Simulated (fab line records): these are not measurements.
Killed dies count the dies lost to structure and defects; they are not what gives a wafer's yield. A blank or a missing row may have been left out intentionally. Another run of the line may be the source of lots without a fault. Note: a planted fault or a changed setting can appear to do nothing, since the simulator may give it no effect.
fab line records	flow n5-finfet
record lots=24	wafers=72	last-day=18
route steps=1938 shown BEOL_M5@1128 BEOL_M6@1195
lots untouched by any fault: they come from a run of this same line in which no faults occurred
start-h: the number of hours between the record's first day and the start of the first shown wafer of the lot	wait-h: time in hours since the lot's previous step	" as in the row above	L1.1+2: one row covering several wafers at once	- no value, or no start given	* or withheld: withheld	< > ~ a bound
route shown NAME@n: names a module that has steps shown in the file, with the first one's number in the route	usual: mean/standard deviation of fault-free wafers	same: alike in all rows	chamber/n: place in a boat	sites: each site's reading	_std_site: their standard deviation	_edge_site: the outer-site mean with the inner-site mean subtracted	radius-mm: for every site, how far away it sits from the centre of the wafer	mask NAME#n: copy n	behind: the last tool/chamber to shape the wafer	hold: why the lot went on hold/how many hours it stayed there/how the hold came to an end	device: the n, p or np transistor that did not switch	end of line: at the end of the route, the tests of the same wafers	for a step that has no rows: nothing shown but its recipe	killed: the dies lost at the first sort to structure and to defects; this is not the yield of the wafer	map: per-die view of a wafer (x killed, . not killed, _ where there is no die)
set.NAME: the run value of the setting; set.NAME@STEP: its run value at that earlier step	model.NAME: the simulator's own value behind a step, which no gauge read
a sample of lots followed through the steps of the route, with each step as a table and each wafer as a row
services: a tool's chamber out of use, with start hour (start-h, from the record's first day; less than 0 if before it), hours out, and reason
## steps
# step N5_BEOL_M5_INSPECT_13
# recipe mode=adi	inspect-instrument=brightfield
# usual raw-defect-count=424/110
lot.wafer	tool	chamber	start-h	wait-h	raw-defect-count
L074.4	defect-inspect-02	-	168.45	0.0	410
L074.5	"	-	"	"	420
L074.6	"	-	"	"	434
L075.1	defect-inspect-01	-	178.32	0.1	329
L075.2	"	-	"	"	417
L075.6	"	-	"	"	443
L076.3	defect-inspect-01	-	185.17	0.0	619
L076.4	"	-	"	"	551
L076.5	"	-	"	"	822
L077.2	defect-inspect-02	-	185.21	0.0	371
L077.3	"	-	"	"	360
L077.6	"	-	"	"	452
L078.1	defect-inspect-01	-	193.60	0.1	867
L078.3	"	-	"	"	493
L078.6	"	-	"	"	490
L079.3	defect-inspect-02	-	204.27	0.0	402
L079.4	"	-	"	"	258
L079.6	"	-	"	"	384
L081.1	defect-inspect-02	-	216.41	0.1	321
L081.3	"	-	"	"	360
L081.5	"	-	"	"	301
L080.1	defect-inspect-02	-	216.47	0.1	347
L080.4	"	-	"	"	587
L080.5	"	-	"	"	345
L082.1	defect-inspect-02	-	221.92	0.1	378
L082.2	"	-	"	"	511
L082.3	"	-	"	"	462
L083.2	defect-inspect-02	-	222.67	0.0	506
L083.3	"	-	"	"	503
L083.5	"	-	"	"	303
L084.1	defect-inspect-01	-	240.05	0.1	386
L084.3	"	-	"	"	446
L084.6	"	-	"	"	503
L085.3	defect-inspect-02	-	247.06	0.0	346
L085.4	"	-	"	"	377
L085.6	"	-	"	"	243
L086.1	defect-inspect-02	-	247.11	0.1	569
L086.4	"	-	"	"	538
L086.5	"	-	"	"	471
L087.2	defect-inspect-02	-	249.86	0.0	373
L087.5	"	-	"	"	396
L087.6	"	-	"	"	368
L088.3	defect-inspect-02	-	255.10	0.0	357
L088.4	"	-	"	"	367
L088.6	"	-	"	"	300
L089.3	defect-inspect-01	-	269.29	0.0	457
L089.4	"	-	"	"	517
L089.6	"	-	"	"	456
L090.2	defect-inspect-01	-	273.86	0.0	417
L090.4	"	-	"	"	323
L090.6	"	-	"	"	317
L091.1	defect-inspect-02	-	277.52	0.1	407
L091.3	"	-	"	"	350
L091.6	"	-	"	"	302
L093.1	defect-inspect-01	-	278.06	0.1	519
L093.2	"	-	"	"	487
L093.5	"	-	"	"	490
L092.2	defect-inspect-01	-	281.22	0.0	413
L092.4	"	-	"	"	463
L092.6	"	-	"	"	547
L094.1	defect-inspect-02	-	309.10	0.1	322
L094.2	"	-	"	"	305
L094.6	"	-	"	"	405
L095.1	defect-inspect-02	-	312.58	0.1	278
L095.3	"	-	"	"	352
L095.5	"	-	"	"	334
L096.1	defect-inspect-01	-	315.69	0.1	283
L096.2	"	-	"	"	471
L096.3	"	-	"	"	318
L097.2	defect-inspect-02	-	337.26	0.0	474
L097.4	"	-	"	"	358
L097.6	"	-	"	"	422
# step N5_BEOL_M5_ANNEAL_51
# recipe temp-c=225	time-s=90	ambient=N2
# usual wafer_temp_C_max=226.1/0.32
lot.wafer	tool	chamber	start-h	wait-h	wafer_temp_C_max
L074.4	rtp-anneal-01	0	177.84	0.3	226.0
L074.5	"	0	"	"	226.2
L074.6	"	0	"	"	225.9
L075.1	rtp-anneal-01	0	189.02	0.1	226.0
L075.2	"	0	"	"	225.9
L075.6	"	0	"	"	225.7
L076.3	rtp-anneal-01	0	194.23	0.1	225.9
L076.4	"	0	"	"	226.1
L076.5	"	0	"	"	226.0
L077.2	rtp-anneal-02	0	196.28	0.1	226.2
L077.3	"	0	"	"	225.9
L077.6	"	0	"	"	226.1
L078.1	rtp-anneal-02	0	203.79	0.7	225.9
L078.3	"	0	"	"	226.0
L078.6	"	0	"	"	226.4
L079.3	rtp-anneal-01	0	213.10	0.2	225.8
L079.4	"	0	"	"	225.6
L079.6	"	0	"	"	226.1
L080.1	rtp-anneal-01	0	225.51	0.1	225.6
L080.4	"	0	"	"	225.5
L080.5	"	0	"	"	225.8
L081.1	rtp-anneal-01	0	226.17	0.3	225.7
L081.3	"	0	"	"	226.0
L081.5	"	0	"	"	226.0
L083.2	rtp-anneal-02	0	230.99	0.1	226.0
L083.3	"	0	"	"	226.2
L083.5	"	0	"	"	226.0
L082.1	rtp-anneal-01	0	232.04	0.1	225.6
L082.2	"	0	"	"	226.1
L082.3	"	0	"	"	225.6
L084.1	rtp-anneal-02	0	249.20	0.3	226.7
L084.3	"	0	"	"	226.5
L084.6	"	0	"	"	226.2
L085.3	rtp-anneal-02	0	254.33	0.1	226.5
L085.4	"	0	"	"	226.1
L085.6	"	0	"	"	227.1
L086.1	rtp-anneal-01	0	256.35	0.1	226.0
L086.4	"	0	"	"	226.1
L086.5	"	0	"	"	226.1
L087.2	rtp-anneal-02	0	259.46	0.2	226.0
L087.5	"	0	"	"	226.1
L087.6	"	0	"	"	226.1
L088.3	rtp-anneal-01	0	262.91	0.3	226.2
L088.4	"	0	"	"	225.7
L088.6	"	0	"	"	225.8
L089.3	rtp-anneal-02	0	278.02	0.1	226.1
L089.4	"	0	"	"	226.3
L089.6	"	0	"	"	226.4
L090.2	rtp-anneal-02	0	284.09	0.1	226.5
L090.4	"	0	"	"	225.8
L090.6	"	0	"	"	226.2
L091.1	rtp-anneal-01	0	288.47	0.1	226.4
L091.3	"	0	"	"	225.7
L091.6	"	0	"	"	226.0
L093.1	rtp-anneal-02	0	289.73	0.1	226.4
L093.2	"	0	"	"	226.2
L093.5	"	0	"	"	226.2
L092.2	rtp-anneal-02	0	293.45	0.6	226.3
L092.4	"	0	"	"	226.5
L092.6	"	0	"	"	226.3
L094.1	rtp-anneal-02	0	318.29	0.1	226.4
L094.2	"	0	"	"	226.5
L094.6	"	0	"	"	226.6
L096.1	rtp-anneal-02	0	323.59	0.1	226.1
L096.2	"	0	"	"	226.4
L096.3	"	0	"	"	226.2
L095.1	rtp-anneal-02	0	330.12	0.1	226.3
L095.3	"	0	"	"	226.5
L095.5	"	0	"	"	226.6
L097.2	rtp-anneal-02	0	347.59	0.1	226.9
L097.4	"	0	"	"	226.3
L097.6	"	0	"	"	226.4
# step N5_BEOL_M5_THK_MEAS_53
# recipe thk-meas-gauge=xrf	reads=Cu_of_BEOL_M5_ECD_50
# usual M5_THK=63.1/2
lot.wafer	tool	chamber	start-h	wait-h	M5_THK[nm]
L074.4	film-metro-02	-	178.30	-	60.9
L074.5	"	-	"	"	62.5
L074.6	"	-	"	"	59.8
L075.1	film-metro-02	-	189.61	-	63.9
L075.2	"	-	"	"	61.2
L075.6	"	-	"	"	63.2
L076.3	film-metro-02	-	194.73	-	59.9
L076.4	"	-	"	"	63.9
L076.5	"	-	"	"	59.9
L077.2	film-metro-02	-	196.83	-	61.7
L077.3	"	-	"	"	60.5
L077.6	"	-	"	"	61.1
L078.1	film-metro-01	-	204.39	-	62.1
L078.3	"	-	"	"	66.0
L078.6	"	-	"	"	62.9
L079.3	film-metro-01	-	213.60	-	63.2
L079.4	"	-	"	"	61.9
L079.6	"	-	"	"	60.5
L080.1	film-metro-02	-	226.33	-	64.0
L080.4	"	-	"	"	65.0
L080.5	"	-	"	"	64.4
L081.1	film-metro-01	-	226.76	-	61.9
L081.3	"	-	"	"	63.0
L081.5	"	-	"	"	63.9
L083.2	film-metro-01	-	231.54	-	61.8
L083.3	"	-	"	"	61.2
L083.5	"	-	"	"	62.5
L082.1	film-metro-02	-	232.63	-	63.1
L082.2	"	-	"	"	63.8
L082.3	"	-	"	"	66.7
L084.1	film-metro-02	-	249.79	-	61.2
L084.3	"	-	"	"	65.6
L084.6	"	-	"	"	63.0
L085.3	film-metro-02	-	254.83	-	60.1
L085.4	"	-	"	"	59.8
L085.6	"	-	"	"	59.7
L086.1	film-metro-01	-	256.95	-	62.4
L086.4	"	-	"	"	64.6
L086.5	"	-	"	"	63.9
L087.2	film-metro-01	-	260.24	-	61.5
L087.5	"	-	"	"	63.4
L087.6	"	-	"	"	63.6
L088.3	film-metro-01	-	263.46	-	63.5
L088.4	"	-	"	"	61.8
L088.6	"	-	"	"	63.3
L089.3	film-metro-01	-	278.52	-	60.8
L089.4	"	-	"	"	61.8
L089.6	"	-	"	"	61.9
L090.2	film-metro-01	-	284.65	-	63.1
L090.4	"	-	"	"	64.7
L090.6	"	-	"	"	66.9
L091.1	film-metro-01	-	289.06	-	64.0
L091.3	"	-	"	"	64.3
L091.6	"	-	"	"	64.1
L093.1	film-metro-01	-	290.33	-	65.9
L093.2	"	-	"	"	64.5
L093.5	"	-	"	"	66.1
L092.2	film-metro-01	-	293.99	-	60.9
L092.4	"	-	"	"	62.7
L092.6	"	-	"	"	62.4
L094.1	film-metro-02	-	318.88	-	61.5
L094.2	"	-	"	"	65.1
L094.6	"	-	"	"	61.2
L096.1	film-metro-01	-	324.18	-	64.2
L096.2	"	-	"	"	64.0
L096.3	"	-	"	"	64.8
L095.1	film-metro-01	-	331.04	-	64.8
L095.3	"	-	"	"	62.3
L095.5	"	-	"	"	66.7
L097.2	film-metro-01	-	348.14	-	60.5
L097.4	"	-	"	"	65.2
L097.6	"	-	"	"	61.8
# step N5_BEOL_M5_INSPECT_58
# recipe inspect-instrument=darkfield	mode=post-dep
# usual raw-defect-count=76/33
lot.wafer	tool	chamber	start-h	wait-h	raw-defect-count
L074.4	defect-inspect-01	-	178.64	0.0	101
L074.5	"	-	"	"	100
L074.6	"	-	"	"	109
L075.1	defect-inspect-01	-	190.08	0.0	108
L075.2	"	-	"	"	74
L075.6	"	-	"	"	79
L076.3	defect-inspect-01	-	195.02	0.0	56
L076.4	"	-	"	"	84
L076.5	"	-	"	"	81
L077.2	defect-inspect-02	-	197.12	0.0	73
L077.3	"	-	"	"	82
L077.6	"	-	"	"	82
L078.1	defect-inspect-02	-	204.78	0.0	62
L078.3	"	-	"	"	65
L078.6	"	-	"	"	94
L079.3	defect-inspect-01	-	213.89	0.0	179
L079.4	"	-	"	"	55
L079.6	"	-	"	"	86
L081.1	defect-inspect-02	-	227.10	0.0	47
L081.3	"	-	"	"	32
L081.5	"	-	"	"	48
L080.1	defect-inspect-01	-	227.11	0.0	42
L080.4	"	-	"	"	46
L080.5	"	-	"	"	59
L083.2	defect-inspect-02	-	231.82	0.0	65
L083.3	"	-	"	"	68
L083.5	"	-	"	"	75
L082.1	defect-inspect-01	-	232.92	0.0	56
L082.2	"	-	"	"	55
L082.3	"	-	"	"	50
L084.1	defect-inspect-02	-	250.07	0.0	61
L084.3	"	-	"	"	57
L084.6	"	-	"	"	68
L085.3	defect-inspect-01	-	255.12	0.0	82
L085.4	"	-	"	"	81
L085.6	"	-	"	"	81
L086.1	defect-inspect-02	-	257.23	0.0	44
L086.4	"	-	"	"	40
L086.5	"	-	"	"	32
L087.2	defect-inspect-01	-	260.52	0.0	136
L087.5	"	-	"	"	176
L087.6	"	-	"	"	66
L088.3	defect-inspect-02	-	263.74	0.0	56
L088.4	"	-	"	"	100
L088.6	"	-	"	"	71
L089.3	defect-inspect-01	-	278.81	0.0	34
L089.4	"	-	"	"	37
L089.6	"	-	"	"	51
L090.2	defect-inspect-01	-	284.97	0.0	150
L090.4	"	-	"	"	89
L090.6	"	-	"	"	121
L091.1	defect-inspect-02	-	289.36	0.0	53
L091.3	"	-	"	"	67
L091.6	"	-	"	"	52
L093.1	defect-inspect-01	-	290.62	0.0	50
L093.2	"	-	"	"	114
L093.5	"	-	"	"	46
L092.2	defect-inspect-01	-	294.28	0.0	51
L092.4	"	-	"	"	125
L092.6	"	-	"	"	83
L094.1	defect-inspect-01	-	319.16	0.0	97
L094.2	"	-	"	"	75
L094.6	"	-	"	"	54
L096.1	defect-inspect-01	-	324.52	0.0	127
L096.2	"	-	"	"	104
L096.3	"	-	"	"	110
L095.1	defect-inspect-02	-	331.58	0.0	81
L095.3	"	-	"	"	46
L095.5	"	-	"	"	63
L097.2	defect-inspect-02	-	348.45	0.0	47
L097.4	"	-	"	"	78
L097.6	"	-	"	"	61
# step N5_BEOL_M6_CURE_74
# recipe temp-c=385	time-s=240	ambient=He/Ar	material=SiCOH_lowk
# usual lamp-power-pct=52.31/0.057	wafer_temp_C_max=386.6/0.65
lot.wafer	tool	chamber	start-h	wait-h	lamp-power-pct	wafer_temp_C_max
L074.4	uv-cure-01	2	179.17	0.5	52.37	387.0
L074.5	"	2	"	"	52.29	386.2
L074.6	"	2	"	"	52.33	387.0
L075.1	uv-cure-02	2	190.18	0.0	52.44	386.9
L075.2	"	2	"	"	52.36	386.8
L075.6	"	2	"	"	52.26	386.4
L076.3	uv-cure-01	0	195.28	0.2	52.32	386.2
L076.4	"	0	"	"	52.37	385.9
L076.5	"	0	"	"	52.38	386.1
L077.2	uv-cure-01	0	197.30	0.1	52.31	386.9
L077.3	"	0	"	"	52.33	386.5
L077.6	"	0	"	"	52.30	386.5
L078.1	uv-cure-02	1	204.88	0.0	52.30	385.9
L078.3	"	1	"	"	52.25	386.1
L078.6	"	1	"	"	52.32	386.1
L079.3	uv-cure-01	1	214.17	0.2	52.33	387.7
L079.4	"	1	"	"	52.27	387.2
L079.6	"	1	"	"	52.25	387.4
L081.1	uv-cure-02	1	227.20	0.0	52.37	386.3
L081.3	"	1	"	"	52.31	386.7
L081.5	"	1	"	"	52.29	386.6
L080.1	uv-cure-01	0	227.30	0.1	52.35	386.0
L080.4	"	0	"	"	52.25	386.1
L080.5	"	0	"	"	52.23	386.4
L083.2	uv-cure-01	0	232.01	0.1	52.36	385.9
L083.3	"	0	"	"	52.25	386.6
L083.5	"	0	"	"	52.32	386.1
L082.1	uv-cure-01	2	233.02	0.0	52.22	386.4
L082.2	"	2	"	"	52.24	386.5
L082.3	"	2	"	"	52.38	386.5
L084.1	uv-cure-01	2	250.18	0.0	52.37	386.1
L084.3	"	2	"	"	52.29	386.9
L084.6	"	2	"	"	52.30	386.2
L085.3	uv-cure-01	0	255.38	0.2	52.28	387.0
L085.4	"	0	"	"	52.36	386.4
L085.6	"	0	"	"	52.27	386.4
L086.1	uv-cure-01	0	257.34	0.0	52.25	385.8
L086.4	"	0	"	"	52.51	386.1
L086.5	"	0	"	"	52.31	385.6
L087.2	uv-cure-01	2	260.70	0.1	52.22	386.5
L087.5	"	2	"	"	52.24	386.3
L087.6	"	2	"	"	52.31	386.5
L088.3	uv-cure-01	0	264.13	0.3	52.29	386.1
L088.4	"	0	"	"	52.25	386.3
L088.6	"	0	"	"	52.33	386.0
L089.3	uv-cure-02	0	279.07	0.2	52.30	386.7
L089.4	"	0	"	"	52.36	386.1
L089.6	"	0	"	"	52.28	387.1
L090.2	uv-cure-02	1	285.22	0.2	52.30	386.2
L090.4	"	1	"	"	52.30	386.3
L090.6	"	1	"	"	52.22	386.1
L091.1	uv-cure-01	1	289.46	0.0	52.37	388.7
L091.3	"	1	"	"	52.23	388.0
L091.6	"	1	"	"	52.25	388.2
L093.1	uv-cure-03	1	290.72	0.0	52.38	387.1
L093.2	"	1	"	"	52.20	387.6
L093.5	"	1	"	"	52.28	386.7
L092.2	uv-cure-03	2	294.46	0.1	52.17	387.2
L092.4	"	2	"	"	52.30	386.3
L092.6	"	2	"	"	52.32	386.4
L094.1	uv-cure-03	1	319.27	0.0	52.28	387.5
L094.2	"	1	"	"	52.36	388.2
L094.6	"	1	"	"	52.27	387.5
L096.1	uv-cure-02	2	324.63	0.0	52.37	387.8
L096.2	"	2	"	"	52.32	387.3
L096.3	"	2	"	"	52.33	386.3
L095.1	uv-cure-01	1	331.68	0.0	52.35	388.3
L095.3	"	1	"	"	52.31	387.0
L095.5	"	1	"	"	52.31	388.0
L097.2	uv-cure-02	1	348.63	0.1	52.37	386.5
L097.4	"	1	"	"	52.33	385.8
L097.6	"	1	"	"	52.31	386.5
# step N5_BEOL_M6_OVL_MEAS_12
# recipe points-per-wafer=44
# usual M6_OVL=0.1/0.74
lot.wafer	tool	chamber	start-h	wait-h	M6_OVL[nm]
L074.4	overlay-02	0	180.98	0.0	-0.4
L074.5	"	0	"	"	-0.4
L074.6	"	0	"	"	-0.5
L075.1	overlay-02	0	193.16	0.0	-0.3
L075.2	"	0	"	"	-0.3
L075.6	"	0	"	"	-0.7
L076.3	overlay-01	0	198.05	0.0	0.1
L076.4	"	0	"	"	0.9
L076.5	"	0	"	"	0.7
L077.2	overlay-02	0	198.67	0.0	1.0
L077.3	"	0	"	"	0.8
L077.6	"	0	"	"	0.9
L078.1	overlay-02	0	207.39	0.0	-0.5
L078.3	"	0	"	"	-0.8
L078.6	"	0	"	"	-0.2
L079.3	overlay-02	0	216.44	0.0	-0.4
L079.4	"	0	"	"	-0.6
L079.6	"	0	"	"	0.1
L081.1	overlay-01	0	229.20	0.0	1.8
L081.3	"	0	"	"	1.0
L081.5	"	0	"	"	1.1
L080.1	overlay-01	0	229.36	0.0	-0.1
L080.4	"	0	"	"	-0.6
L080.5	"	0	"	"	-0.8
L083.2	overlay-01	0	233.78	0.0	-0.3
L083.3	"	0	"	"	-0.3
L083.5	"	0	"	"	0.7
L082.1	overlay-02	0	235.16	0.0	0.6
L082.2	"	0	"	"	-0.3
L082.3	"	0	"	"	0.4
L084.1	overlay-02	0	253.04	0.0	-0.6
L084.3	"	0	"	"	-1.4
L084.6	"	0	"	"	0.3
L085.3	overlay-01	0	257.12	0.0	0.0
L085.4	"	0	"	"	-0.6
L085.6	"	0	"	"	0.3
L086.1	overlay-02	0	258.38	0.0	0.5
L086.4	"	0	"	"	0.2
L086.5	"	0	"	"	0.7
L087.2	overlay-02	0	262.19	0.0	1.1
L087.5	"	0	"	"	0.7
L087.6	"	0	"	"	1.7
L088.3	overlay-01	0	265.95	0.0	0.1
L088.4	"	0	"	"	-0.5
L088.6	"	0	"	"	0.2
L089.3	overlay-01	0	282.25	0.0	0.3
L089.4	"	0	"	"	1.0
L089.6	"	0	"	"	0.2
L090.2	overlay-02	0	288.92	0.0	-0.2
L090.4	"	0	"	"	0.2
L090.6	"	0	"	"	0.2
L091.1	overlay-01	0	291.17	0.0	0.1
L091.3	"	0	"	"	-0.5
L091.6	"	0	"	"	1.4
L093.1	overlay-02	0	293.07	0.0	0.8
L093.2	"	0	"	"	-0.2
L093.5	"	0	"	"	-0.2
L092.2	overlay-02	0	296.49	0.0	-2.4
L092.4	"	0	"	"	-2.2
L092.6	"	0	"	"	-2.2
L094.1	overlay-01	0	323.87	0.0	0.3
L094.2	"	0	"	"	0.3
L094.6	"	0	"	"	1.4
L096.1	overlay-01	0	325.65	0.0	-0.4
L096.2	"	0	"	"	0.4
L096.3	"	0	"	"	0.0
L095.1	overlay-02	0	336.00	0.0	-0.1
L095.3	"	0	"	"	1.1
L095.5	"	0	"	"	-0.5
L097.2	overlay-02	0	350.11	0.0	0.0
L097.4	"	0	"	"	-0.4
L097.6	"	0	"	"	0.6
## services
tool	chamber	start-h	hours	kind
uv-cure-02	-	173.27	7.5	pm
uv-cure-02	-	201.66	0.3	repair
uv-cure-02	-	237.23	1.8	repair
uv-cure-03	-	297.92	0.4	repair
uv-cure-02	-	305.07	1.0	pm
uv-cure-02	-	331.64	1.4	repair
## key
fault none
